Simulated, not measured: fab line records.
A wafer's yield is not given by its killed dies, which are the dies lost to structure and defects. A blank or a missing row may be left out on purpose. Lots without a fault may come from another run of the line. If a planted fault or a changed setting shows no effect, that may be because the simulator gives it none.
fab line records :: flow n5Finfet
record:
  lots: 5
  wafers: 14
  lastDay: 19
route steps=1938 shown START@1 ZERO_LAYER@2 BEOL_M4@1111 PASSIVATION@1936
lots with no fault: from the same line, run without faults
startH: hours from the record's first day to the start of the lot's first wafer shown :: waitH: how many hours have passed since the lot's step before this one :: " the same as in the row above :: L1.1+2: a single row standing in for several wafers :: - value missing, or start not given :: * or withheld: withheld :: < > ~ a bound
route shown NAME@n: NAME is a module with steps in the file, n the number in the route of the first one :: usual: mean/standard deviation taken from wafers without a fault :: same: alike in all rows :: chamber/n: place in a boat :: sites: each site's reading :: _std_site: standard deviation of those values :: _edge_site: inner sites' mean taken away from outer sites' mean :: radiusMm: for every site, how far away it sits from the centre of the wafer :: mask NAME#n: copy n :: behind: the most recent tool/chamber to have shaped the wafer :: hold: what put the lot on hold/how long, in hours/how the hold closed :: device: the transistor (n, p or np) that didn't switch :: end of line: at the end of the route, the tests of the same wafers :: a step given without rows: its recipe and nothing more :: killed: dies lost to structure and defects at the first sort, not the wafer's yield :: map: the dies of a wafer, with x for killed, . for not killed, _ for no die there
set.NAME: the run value of the setting; set.NAME@STEP: its run value at that earlier step :: model.NAME: the simulator's own value behind a step, which no gauge read
lots at some steps of the route; a table a step, a row a wafer
services: when a tool's chamber went out of use (startH, in hours from the record's first day, below 0 if earlier), for how many hours, and the reason
== steps ==
step: N5_START_INSPECT_01
recipe:
  inspectInstrument: unpatternedScan
  mode: incoming
usual:
  rawDefectCount: 5.8/2.4
lot.wafer: L995.1
tool: defectInspect-01
chamber: -
startH: 24.03
waitH: -
rawDefectCount: 7

lot.wafer: L995.2
tool: defectInspect-01
chamber: -
startH: 24.03
waitH: -
rawDefectCount: 4

lot.wafer: L995.6
tool: defectInspect-01
chamber: -
startH: 24.03
waitH: -
rawDefectCount: 4

lot.wafer: L999.3
tool: defectInspect-02
chamber: -
startH: 48.03
waitH: -
rawDefectCount: 7

lot.wafer: L999.5
tool: defectInspect-02
chamber: -
startH: 48.03
waitH: -
rawDefectCount: 14

lot.wafer: L999.6
tool: defectInspect-02
chamber: -
startH: 48.03
waitH: -
rawDefectCount: 9

lot.wafer: L106.3
tool: defectInspect-02
chamber: -
startH: 90.03
waitH: -
rawDefectCount: 8

lot.wafer: L106.4
tool: defectInspect-02
chamber: -
startH: 90.03
waitH: -
rawDefectCount: 5

lot.wafer: L106.6
tool: defectInspect-02
chamber: -
startH: 90.03
waitH: -
rawDefectCount: 4

lot.wafer: L112.3
tool: defectInspect-02
chamber: -
startH: 126.03
waitH: -
rawDefectCount: 3

lot.wafer: L112.4
tool: defectInspect-02
chamber: -
startH: 126.03
waitH: -
rawDefectCount: 10

lot.wafer: L112.5
tool: defectInspect-02
chamber: -
startH: 126.03
waitH: -
rawDefectCount: 5

lot.wafer: L114.1
tool: defectInspect-02
chamber: -
startH: 138.03
waitH: -
rawDefectCount: 6

lot.wafer: L114.3
tool: defectInspect-02
chamber: -
startH: 138.03
waitH: -
rawDefectCount: 5
step: N5_ZERO_LAYER_PRECLEAN_00
recipe:
  chemistry: SPM
  timeS: 600
  tempC: 120
  mix: 4:1
step: N5_ZERO_LAYER_SRD_01
recipe:
  timeS: 30
  tempC: 23
  rinseLiquid: diw
  dry: n2Spin
  spinRpm: 1500
  dryTimeS: 30
step: N5_ZERO_LAYER_PECVD_02
recipe:
  material: SiO2
  targetThkA: 100
  tempC: 400
  precursor: SiH4/N2O
  pressureTorr: 0.75
  rfW: 275
  timeS: 6
usual:
  heaterPowerW: 854/120
  showerheadPlenumPTorr: 8.06/0.1
lot.wafer: L995.1
tool: pecvd-01
chamber: 2
startH: 24.29
waitH: 0.0
heaterPowerW: 800
showerheadPlenumPTorr: 8.27

lot.wafer: L995.2
tool: pecvd-01
chamber: 1
startH: 24.29
waitH: 0.0
heaterPowerW: 811
showerheadPlenumPTorr: 8.06

lot.wafer: L995.6
tool: pecvd-01
chamber: 1
startH: 24.29
waitH: 0.0
heaterPowerW: 837
showerheadPlenumPTorr: 8.06

lot.wafer: L999.3
tool: pecvd-01
chamber: 2
startH: 48.28
waitH: 0.0
heaterPowerW: 885
showerheadPlenumPTorr: 8.27

lot.wafer: L999.5
tool: pecvd-01
chamber: 2
startH: 48.28
waitH: 0.0
heaterPowerW: 881
showerheadPlenumPTorr: 8.26

lot.wafer: L999.6
tool: pecvd-01
chamber: 0
startH: 48.28
waitH: 0.0
heaterPowerW: 938
showerheadPlenumPTorr: 7.96

lot.wafer: L106.3
tool: pecvd-04
chamber: 0
startH: 90.29
waitH: 0.0
heaterPowerW: 780
showerheadPlenumPTorr: 8.10

lot.wafer: L106.4
tool: pecvd-04
chamber: 0
startH: 90.29
waitH: 0.0
heaterPowerW: 798
showerheadPlenumPTorr: 8.13

lot.wafer: L106.6
tool: pecvd-04
chamber: 1
startH: 90.29
waitH: 0.0
heaterPowerW: 747
showerheadPlenumPTorr: 8.06

lot.wafer: L112.3
tool: pecvd-01
chamber: 2
startH: 126.28
waitH: 0.0
heaterPowerW: 771
showerheadPlenumPTorr: 8.27

lot.wafer: L112.4
tool: pecvd-01
chamber: 1
startH: 126.28
waitH: 0.0
heaterPowerW: 771
showerheadPlenumPTorr: 8.07

lot.wafer: L112.5
tool: pecvd-01
chamber: 2
startH: 126.28
waitH: 0.0
heaterPowerW: 772
showerheadPlenumPTorr: 8.29

lot.wafer: L114.1
tool: pecvd-04
chamber: 2
startH: 138.28
waitH: 0.0
heaterPowerW: 1099
showerheadPlenumPTorr: 7.89

lot.wafer: L114.3
tool: pecvd-04
chamber: 0
startH: 138.28
waitH: 0.0
heaterPowerW: 745
showerheadPlenumPTorr: 8.11
step: N5_ZERO_LAYER_HMDS_04
recipe:
  timeS: 60
  tempC: 120
step: N5_ZERO_LAYER_COAT_05
recipe:
  spinRpm: 1500
  resistThkNm: 1000
step: N5_ZERO_LAYER_EBR_07
recipe:
  solvent: PGMEA
  ebrWidthMm: 1.5
step: N5_ZERO_LAYER_SOFTBAKE_06
recipe:
  tempC: 100
  timeS: 90
step: N5_ZERO_LAYER_EXPOSE_08
recipe:
  maskId: ZERO
  na: 0.55
  sourceShape: conventional
  sigmaOuter: 0.8
  polarization: unpolarized
  defocusNm: 0
  targetCdNm: 2000
  doseMj: 16.2
usual:
  exposureDoseMJCm2: 16.190/0.015
same:
  sigmaOuter: 0.8
lot.wafer: L995.1
tool: krfScanner-02
chamber: 0
startH: 24.60
waitH: -
mask: ZERO#0
exposureDoseMJCm2: 16.199

lot.wafer: L995.2
tool: krfScanner-02
chamber: 0
startH: 24.60
waitH: -
mask: ZERO#0
exposureDoseMJCm2: 16.204

lot.wafer: L995.6
tool: krfScanner-02
chamber: 0
startH: 24.60
waitH: -
mask: ZERO#0
exposureDoseMJCm2: 16.212

lot.wafer: L999.3
tool: krfScanner-01
chamber: 0
startH: 48.48
waitH: -
mask: ZERO#0
exposureDoseMJCm2: 16.199

lot.wafer: L999.5
tool: krfScanner-01
chamber: 0
startH: 48.48
waitH: -
mask: ZERO#0
exposureDoseMJCm2: 16.191

lot.wafer: L999.6
tool: krfScanner-01
chamber: 0
startH: 48.48
waitH: -
mask: ZERO#0
exposureDoseMJCm2: 16.189

lot.wafer: L106.3
tool: krfScanner-02
chamber: 0
startH: 90.48
waitH: -
mask: ZERO#0
exposureDoseMJCm2: 16.187

lot.wafer: L106.4
tool: krfScanner-02
chamber: 0
startH: 90.48
waitH: -
mask: ZERO#0
exposureDoseMJCm2: 16.196

lot.wafer: L106.6
tool: krfScanner-02
chamber: 0
startH: 90.48
waitH: -
mask: ZERO#0
exposureDoseMJCm2: 16.201

lot.wafer: L112.3
tool: krfScanner-02
chamber: 0
startH: 126.60
waitH: -
mask: ZERO#0
exposureDoseMJCm2: 16.187

lot.wafer: L112.4
tool: krfScanner-02
chamber: 0
startH: 126.60
waitH: -
mask: ZERO#0
exposureDoseMJCm2: 16.165

lot.wafer: L112.5
tool: krfScanner-02
chamber: 0
startH: 126.60
waitH: -
mask: ZERO#0
exposureDoseMJCm2: 16.192

lot.wafer: L114.1
tool: krfScanner-02
chamber: 0
startH: 138.46
waitH: -
mask: ZERO#0
exposureDoseMJCm2: 16.098

lot.wafer: L114.3
tool: krfScanner-02
chamber: 0
startH: 138.46
waitH: -
mask: ZERO#0
exposureDoseMJCm2: 16.108
step: N5_ZERO_LAYER_PEB_09
recipe:
  pebTempC: withheld
  pebTimeS: *
step: N5_BEOL_M4_RC_MEAS_101
usual:
  DIBL_N: 36.0/1.9
  DIBL_P: 35.6/2.2
  IOFF_N: 0.15/0.031
  IOFF_P: 0.19/0.032
  ION_N: 668/11
  ION_P: 455/7.2
  SS_N: 71.5/0.65
  SS_P: 73.4/0.64
  VT_N: 251/3.6
  VT_P: -253/3.3
lot.wafer: L995.1
tool: prober-01
chamber: 0
startH: 198.55
waitH: 0.0
DIBL_N[mV/V]: 34.5
DIBL_P[mV/V]: 33.8
IOFF_N[nA/um]: 0.14
IOFF_P[nA/um]: 0.16
ION_N[uA/um]: 666
ION_P[uA/um]: 446
SS_N[mV/dec]: 71.2
SS_P[mV/dec]: 72.6
VT_N[mV]: 252
VT_P[mV]: -254

lot.wafer: L995.2
tool: prober-01
chamber: 0
startH: 198.55
waitH: 0.0
DIBL_N[mV/V]: 35.0
DIBL_P[mV/V]: 33.8
IOFF_N[nA/um]: 0.13
IOFF_P[nA/um]: 0.16
ION_N[uA/um]: 672
ION_P[uA/um]: 453
SS_N[mV/dec]: 71.2
SS_P[mV/dec]: 71.9
VT_N[mV]: 254
VT_P[mV]: -255

lot.wafer: L995.6
tool: prober-01
chamber: 0
startH: 198.55
waitH: 0.0
DIBL_N[mV/V]: 32.4
DIBL_P[mV/V]: 31.5
IOFF_N[nA/um]: 0.11
IOFF_P[nA/um]: 0.14
ION_N[uA/um]: 663
ION_P[uA/um]: 453
SS_N[mV/dec]: 70.5
SS_P[mV/dec]: 71.7
VT_N[mV]: 253
VT_P[mV]: -257

lot.wafer: L999.3
tool: prober-01
chamber: 0
startH: 241.53
waitH: 0.3
DIBL_N[mV/V]: 37.3
DIBL_P[mV/V]: 38.6
IOFF_N[nA/um]: 0.19
IOFF_P[nA/um]: 0.22
ION_N[uA/um]: 679
ION_P[uA/um]: 465
SS_N[mV/dec]: 72.7
SS_P[mV/dec]: 73.5
VT_N[mV]: 245
VT_P[mV]: -250

lot.wafer: L999.5
tool: prober-01
chamber: 0
startH: 241.53
waitH: 0.3
DIBL_N[mV/V]: 36.6
DIBL_P[mV/V]: 38.7
IOFF_N[nA/um]: 0.17
IOFF_P[nA/um]: 0.22
ION_N[uA/um]: 670
ION_P[uA/um]: 462
SS_N[mV/dec]: 71.8
SS_P[mV/dec]: 73.1
VT_N[mV]: 251
VT_P[mV]: -251

lot.wafer: L999.6
tool: prober-01
chamber: 0
startH: 241.53
waitH: 0.3
DIBL_N[mV/V]: 39.4
DIBL_P[mV/V]: 41.2
IOFF_N[nA/um]: 0.22
IOFF_P[nA/um]: 0.26
ION_N[uA/um]: 690
ION_P[uA/um]: 468
SS_N[mV/dec]: 72.8
SS_P[mV/dec]: 74.9
VT_N[mV]: 245
VT_P[mV]: -248

lot.wafer: L106.3
tool: prober-02
chamber: 0
startH: 304.51
waitH: 0.3
DIBL_N[mV/V]: 36.6
DIBL_P[mV/V]: 37.1
IOFF_N[nA/um]: 0.17
IOFF_P[nA/um]: 0.19
ION_N[uA/um]: 672
ION_P[uA/um]: 455
SS_N[mV/dec]: 71.6
SS_P[mV/dec]: 73.1
VT_N[mV]: 247
VT_P[mV]: -253

lot.wafer: L106.4
tool: prober-02
chamber: 0
startH: 304.51
waitH: 0.3
DIBL_N[mV/V]: 36.5
DIBL_P[mV/V]: 37.5
IOFF_N[nA/um]: 0.16
IOFF_P[nA/um]: 0.20
ION_N[uA/um]: 669
ION_P[uA/um]: 453
SS_N[mV/dec]: 71.7
SS_P[mV/dec]: 73.2
VT_N[mV]: 250
VT_P[mV]: -252

lot.wafer: L106.6
tool: prober-02
chamber: 0
startH: 304.51
waitH: 0.3
DIBL_N[mV/V]: 35.4
DIBL_P[mV/V]: 35.7
IOFF_N[nA/um]: 0.14
IOFF_P[nA/um]: 0.17
ION_N[uA/um]: 660
ION_P[uA/um]: 449
SS_N[mV/dec]: 71.6
SS_P[mV/dec]: 73.2
VT_N[mV]: 256
VT_P[mV]: -255

lot.wafer: L114.1
tool: prober-02
chamber: 0
startH: 325.81
waitH: 0.0
DIBL_N[mV/V]: 39.4
DIBL_P[mV/V]: 40.4
IOFF_N[nA/um]: 0.24
IOFF_P[nA/um]: 0.31
ION_N[uA/um]: 692
ION_P[uA/um]: 473
SS_N[mV/dec]: 73.1
SS_P[mV/dec]: 74.7
VT_N[mV]: 244
VT_P[mV]: -243

lot.wafer: L114.3
tool: prober-02
chamber: 0
startH: 325.81
waitH: 0.0
DIBL_N[mV/V]: 35.8
DIBL_P[mV/V]: 34.8
IOFF_N[nA/um]: 0.15
IOFF_P[nA/um]: 0.20
ION_N[uA/um]: 679
ION_P[uA/um]: 463
SS_N[mV/dec]: 71.7
SS_P[mV/dec]: 73.3
VT_N[mV]: 251
VT_P[mV]: -251

lot.wafer: L112.3
tool: prober-01
chamber: 0
startH: 332.21
waitH: 0.3
DIBL_N[mV/V]: 39.9
DIBL_P[mV/V]: 40.0
IOFF_N[nA/um]: 0.25
IOFF_P[nA/um]: 0.25
ION_N[uA/um]: 690
ION_P[uA/um]: 463
SS_N[mV/dec]: 72.6
SS_P[mV/dec]: 74.3
VT_N[mV]: 243
VT_P[mV]: -250

lot.wafer: L112.4
tool: prober-01
chamber: 0
startH: 332.21
waitH: 0.3
DIBL_N[mV/V]: 36.7
DIBL_P[mV/V]: 36.0
IOFF_N[nA/um]: 0.16
IOFF_P[nA/um]: 0.19
ION_N[uA/um]: 667
ION_P[uA/um]: 454
SS_N[mV/dec]: 71.5
SS_P[mV/dec]: 73.2
VT_N[mV]: 245
VT_P[mV]: -256

lot.wafer: L112.5
tool: prober-01
chamber: 0
startH: 332.21
waitH: 0.3
DIBL_N[mV/V]: 39.0
DIBL_P[mV/V]: 38.2
IOFF_N[nA/um]: 0.20
IOFF_P[nA/um]: 0.22
ION_N[uA/um]: 683
ION_P[uA/um]: 455
SS_N[mV/dec]: 71.3
SS_P[mV/dec]: 74.4
VT_N[mV]: 248
VT_P[mV]: -249
step: N5_PASSIVATION_PROBE_49
usual:
  defectLimitedYield: 91.3/1.4
  killed_at_M0_to_M3: 34/10
  killed_at_M4_up: 14/5.5
  killedAtContacts: 12/6
  killedAtFrontEnd: 40/10
  killedAtOther: 3.0/2.4
  killedDies: 103/17
  killedOpen: 68/13
  killedShort: 34/7.8
  sort_bin_4_leakage: 0.00/0.014
  sort_bin_5_function: 5.1/0.97
  sort_bin_6_memory: 3.3/0.66
  sortNPass: 1077/17
  sortYieldPct: 91.2/1.4
same:
  grossDies: 1180
  killedAtBackSide: 0
  sort_bin_8_speed[%]: 0
lot.wafer: L995.1
tool: prober-01
chamber: -
startH: 298.05
waitH: 0.0
defectLimitedYield[%]: 88.8
killed_at_M0_to_M3: 70
killed_at_M4_up: 15
killedAtContacts: 10
killedAtFrontEnd: 37
killedAtOther: 0
killedDies: 132
killedOpen: 86
killedShort: 44
sort_bin_4_leakage[%]: 0
sort_bin_5_function[%]: 7.1
sort_bin_6_memory[%]: 3.8
sortNPass: 1048
sortYieldPct[%]: 88.8

lot.wafer: L995.2
tool: prober-01
chamber: -
startH: 298.10
waitH: 0.1
defectLimitedYield[%]: 90.7
killed_at_M0_to_M3: 36
killed_at_M4_up: 13
killedAtContacts: 5
killedAtFrontEnd: 56
killedAtOther: 0
killedDies: 110
killedOpen: 66
killedShort: 42
sort_bin_4_leakage[%]: 0
sort_bin_5_function[%]: 5.6
sort_bin_6_memory[%]: 3.7
sortNPass: 1070
sortYieldPct[%]: 90.7

lot.wafer: L995.6
tool: prober-01
chamber: -
startH: 298.30
waitH: 0.3
defectLimitedYield[%]: 91.4
killed_at_M0_to_M3: 41
killed_at_M4_up: 9
killedAtContacts: 6
killedAtFrontEnd: 45
killedAtOther: 0
killedDies: 101
killedOpen: 59
killedShort: 40
sort_bin_4_leakage[%]: 0
sort_bin_5_function[%]: 5.3
sort_bin_6_memory[%]: 2.8
sortNPass: 1079
sortYieldPct[%]: 91.4

lot.wafer: L999.3
tool: prober-02
chamber: -
startH: 347.68
waitH: 0.1
defectLimitedYield[%]: 93.1
killed_at_M0_to_M3: 28
killed_at_M4_up: 15
killedAtContacts: 7
killedAtFrontEnd: 30
killedAtOther: 1
killedDies: 81
killedOpen: 54
killedShort: 27
sort_bin_4_leakage[%]: 0
sort_bin_5_function[%]: 4.1
sort_bin_6_memory[%]: 2.5
sortNPass: 1099
sortYieldPct[%]: 93.1

lot.wafer: L999.5
tool: prober-02
chamber: -
startH: 347.78
waitH: 0.2
defectLimitedYield[%]: 90.6
killed_at_M0_to_M3: 28
killed_at_M4_up: 12
killedAtContacts: 7
killedAtFrontEnd: 62
killedAtOther: 2
killedDies: 111
killedOpen: 65
killedShort: 42
sort_bin_4_leakage[%]: 0
sort_bin_5_function[%]: 6.4
sort_bin_6_memory[%]: 2.6
sortNPass: 1069
sortYieldPct[%]: 90.6

lot.wafer: L999.6
tool: prober-02
chamber: -
startH: 347.83
waitH: 0.3
defectLimitedYield[%]: 91.4
killed_at_M0_to_M3: 31
killed_at_M4_up: 15
killedAtContacts: 10
killedAtFrontEnd: 46
killedAtOther: 0
killedDies: 102
killedOpen: 69
killedShort: 32
sort_bin_4_leakage[%]: 0
sort_bin_5_function[%]: 5.6
sort_bin_6_memory[%]: 2.7
sortNPass: 1078
sortYieldPct[%]: 91.4

lot.wafer: L114.1
tool: prober-01
chamber: -
startH: 450.28
waitH: 0.0
defectLimitedYield[%]: 91.6
killed_at_M0_to_M3: 32
killed_at_M4_up: 12
killedAtContacts: 11
killedAtFrontEnd: 38
killedAtOther: 6
killedDies: 99
killedOpen: 62
killedShort: 32
sort_bin_4_leakage[%]: 0
sort_bin_5_function[%]: 4.3
sort_bin_6_memory[%]: 3.8
sortNPass: 1081
sortYieldPct[%]: 91.6

lot.wafer: L114.3
tool: prober-01
chamber: -
startH: 450.38
waitH: 0.1
defectLimitedYield[%]: 92.6
killed_at_M0_to_M3: 29
killed_at_M4_up: 16
killedAtContacts: 3
killedAtFrontEnd: 35
killedAtOther: 4
killedDies: 87
killedOpen: 52
killedShort: 34
sort_bin_4_leakage[%]: 0
sort_bin_5_function[%]: 5.6
sort_bin_6_memory[%]: 1.5
sortNPass: 1093
sortYieldPct[%]: 92.6
killed by level:class
L995.1 BEOL_M0_SAQP:geometricParticle:short=18 BEOL_M1:geometricParticle:open=15 DUMMY_GATE:geometricParticle:open=11 BEOL_M3:geometricParticle:open=11 FIN_SAQP:geometricParticle:short=9 BEOL_M0_SAQP:geometricParticle:open=9 BEOL_M2:geometricParticle:open=9 MOL_CONTACT_COAG:geometricParticle:open=7
L995.2 FIN_SAQP:geometricParticle:short=12 DUMMY_GATE:geometricParticle:open=10 BEOL_M0_SAQP:geometricParticle:open=10 FIN_SAQP:geometricParticle:open=7 BEOL_M1:geometricParticle:open=6 BEOL_M0_SAQP:geometricParticle:short=6 MOL_CONTACT_COAG:geometricParticle:open=5 BEOL_M4:geometricParticle:open=5
L995.6 BEOL_M0_SAQP:geometricParticle:short=16 DUMMY_GATE:geometricParticle:open=10 FIN_SAQP:geometricParticle:open=9 BEOL_M0_SAQP:geometricParticle:open=8 FIN_SAQP:geometricParticle:short=6 BEOL_M4:geometricParticle:open=5 STI_FIN_REVEAL:geometricParticle:open=5 MOL_CONTACT_COAG:geometricParticle:open=5
L999.3 BEOL_M2:geometricParticle:open=11 MOL_CONTACT_COAG:geometricParticle:open=6 DUMMY_GATE:geometricParticle:open=6 BEOL_M0_SAQP:geometricParticle:open=6 FIN_SAQP:geometricParticle:short=5 BEOL_M4:geometricParticle:open=5 STARTING-WAFER:geometricParticle:short=4 BEOL_M3:geometricParticle:open=4
L999.5 STI_FIN_REVEAL:geometricParticle:open=23 BEOL_M0_SAQP:geometricParticle:short=10 FIN_SAQP:geometricParticle:short=7 GATE_CUT:geometricParticle:short=6 MOL_CONTACT_COAG:geometricParticle:open=6 BEOL_M1:geometricParticle:open=6 BEOL_M4:geometricParticle:open=6 STI_FIN_REVEAL:geometricParticle:short=5
L999.6 STI_FIN_REVEAL:geometricParticle:open=11 BEOL_M0_SAQP:geometricParticle:short=9 DUMMY_GATE:geometricParticle:open=8 MOL_CONTACT_COAG:geometricParticle:open=8 BEOL_M0_SAQP:geometricParticle:open=7 BEOL_M1:geometricParticle:open=6 BEOL_M4:geometricParticle:open=6 STARTING-WAFER:geometricParticle:open=6
L114.1 MOL_CONTACT_COAG:geometricParticle:open=10 BEOL_M0_SAQP:geometricParticle:open=9 FIN_SAQP:geometricParticle:short=8 STI_FIN_REVEAL:geometricParticle:open=6 FIN_SAQP:geometricParticle:open=5 DUMMY_GATE:geometricParticle:open=5 BEOL_M0_SAQP:geometricParticle:short=5 BEOL_M3:geometricParticle:short=4
L114.3 STI_FIN_REVEAL:geometricParticle:open=8 BEOL_M0_SAQP:geometricParticle:short=8 FIN_SAQP:geometricParticle:open=6 BEOL_M3:geometricParticle:short=6 FIN_SAQP:geometricParticle:short=5 BEOL_M4:geometricParticle:open=5 BEOL_M0_SAQP:geometricParticle:open=4 GATE_CUT:geometricParticle:short=3
== services ==
tool: krfScanner-01
chamber: -
startH: 11.92
hours: 1.3
kind: pm

tool: pecvd-01
chamber: -
startH: 29.76
hours: 2.8
kind: pm

tool: krfScanner-02
chamber: -
startH: 57.87
hours: 0.8
kind: pm

tool: krfScanner-01
chamber: -
startH: 59.19
hours: 0.8
kind: pm

tool: pecvd-04
chamber: 0
startH: 66.56
hours: 5.5
kind: scheduledDown

tool: krfScanner-02
chamber: 0
startH: 69.11
hours: -
kind: calibration

tool: krfScanner-02
chamber: -
startH: 75.03
hours: 1.0
kind: pm

tool: krfScanner-02
chamber: -
startH: 81.65
hours: 0.3
kind: repair

tool: pecvd-04
chamber: 1
startH: 81.71
hours: 5.5
kind: scheduledDown

tool: krfScanner-01
chamber: 0
startH: 97.43
hours: -
kind: calibration

tool: krfScanner-02
chamber: -
startH: 99.38
hours: 0.2
kind: repair

tool: krfScanner-01
chamber: -
startH: 100.31
hours: 0.1
kind: repair

tool: pecvd-04
chamber: 1
startH: 103.45
hours: 2.1
kind: scheduledDown

tool: krfScanner-02
chamber: -
startH: 114.22
hours: 3.1
kind: repair

tool: krfScanner-01
chamber: -
startH: 123.31
hours: 0.8
kind: pm

tool: krfScanner-01
chamber: -
startH: 135.19
hours: 0.9
kind: repair
== key ==
firstSign:
  step: N5_ZERO_LAYER_EXPOSE_08
  reading: exposureDoseMJCm2
  direction: down
  sigmas: 5.7
  usual: 16.190
  struck: 16.103
effect none on later readings
metAt N5_ZERO_LAYER_EXPOSE_08
struckWafers L114.1,L114.3
loopTrim:
  step: N5_ZERO_LAYER_EXPOSE_08
  setting: dose
  lots: L114
onsetBetween 126.60 138.46
fault:
  kind: processParameterDrift
  tool: krfScanner-02
  chamber: -
  onsetH: 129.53
  steps: N5_ZERO_LAYER_EXPOSE_08
  channel: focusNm
  offset: 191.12
  spreadByWafer: 0.3
  shape: step
  endH: 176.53
loopTrim: a control loop set the setting to another value than it would have without faults
